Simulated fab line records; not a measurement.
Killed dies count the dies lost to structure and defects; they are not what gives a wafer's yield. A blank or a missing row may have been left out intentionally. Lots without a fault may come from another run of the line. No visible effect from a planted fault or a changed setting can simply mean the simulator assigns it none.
Matching of chambers + flow n5 finfet + 3 sister chambers for N5_FIN_SAQP_HM_DEP_03 on pecvd-01
The step deposits SiNx from SiH4/NH3/N2, target thk 38 nm, time 33.6 s. 3 wafers are shown with their chamber, then 10 later ones without.

WAFERS WITH THEIR CHAMBER
| wafer  | chamber | showerhead plenum p Torr (Torr) |
|--------|---------|---------------------------------|
| L087.3 | 2       | 5.11                            |
| L094.1 | 0       | 5.14                            |
| L094.2 | 1       | 5.09                            |

WAFERS MISSING THEIR CHAMBER
| wafer  | showerhead plenum p Torr (Torr) |
|--------|---------------------------------|
| L094.6 | 5.10                            |
| L095.1 | 5.09                            |
| L095.2 | 5.16                            |
| L095.4 | 5.14                            |
| L096.2 | 5.14                            |
| L096.4 | 5.10                            |
| L096.5 | 5.14                            |
| L097.1 | 5.10                            |
| L097.2 | 5.14                            |
| L097.5 | 5.14                            |

WHICH CHAMBER EACH ONE RAN IN
| wafer  | from the rows above     | in truth                   |
|--------|-------------------------|----------------------------|
| L094.6 | can't be placed: 1 or 2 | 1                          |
| L095.1 | 1                       | 1                          |
| L095.2 | 0                       | 0                          |
| L095.4 | 0                       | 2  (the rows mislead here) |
| L096.2 | 0                       | 0                          |
| L096.4 | can't be placed: 1 or 2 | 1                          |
| L096.5 | 0                       | 0                          |
| L097.1 | can't be placed: 1 or 2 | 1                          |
| L097.2 | 0                       | 0                          |
| L097.5 | 0                       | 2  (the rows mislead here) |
Correct placement for 5 of the 10. Cannot be placed on the basis of these rows: 3; the candidates contain the true chamber in 3. 2 placed wrongly.
How it was worked out, from the rows above alone: a wafer's distance from a chamber is the root of the sum, over the readings, of the square of ((its reading less the chamber's mean) divided by the reading's scatter). If the next closest chamber is less than 2 further off than the closest, the wafer can't be placed; otherwise it belongs to the closest. Each chamber's mean is taken over the wafers shown for it. The scatter (one wafer shown for each chamber): square how far every hidden wafer sits from the nearest shown wafer, average those squares and take the square root.
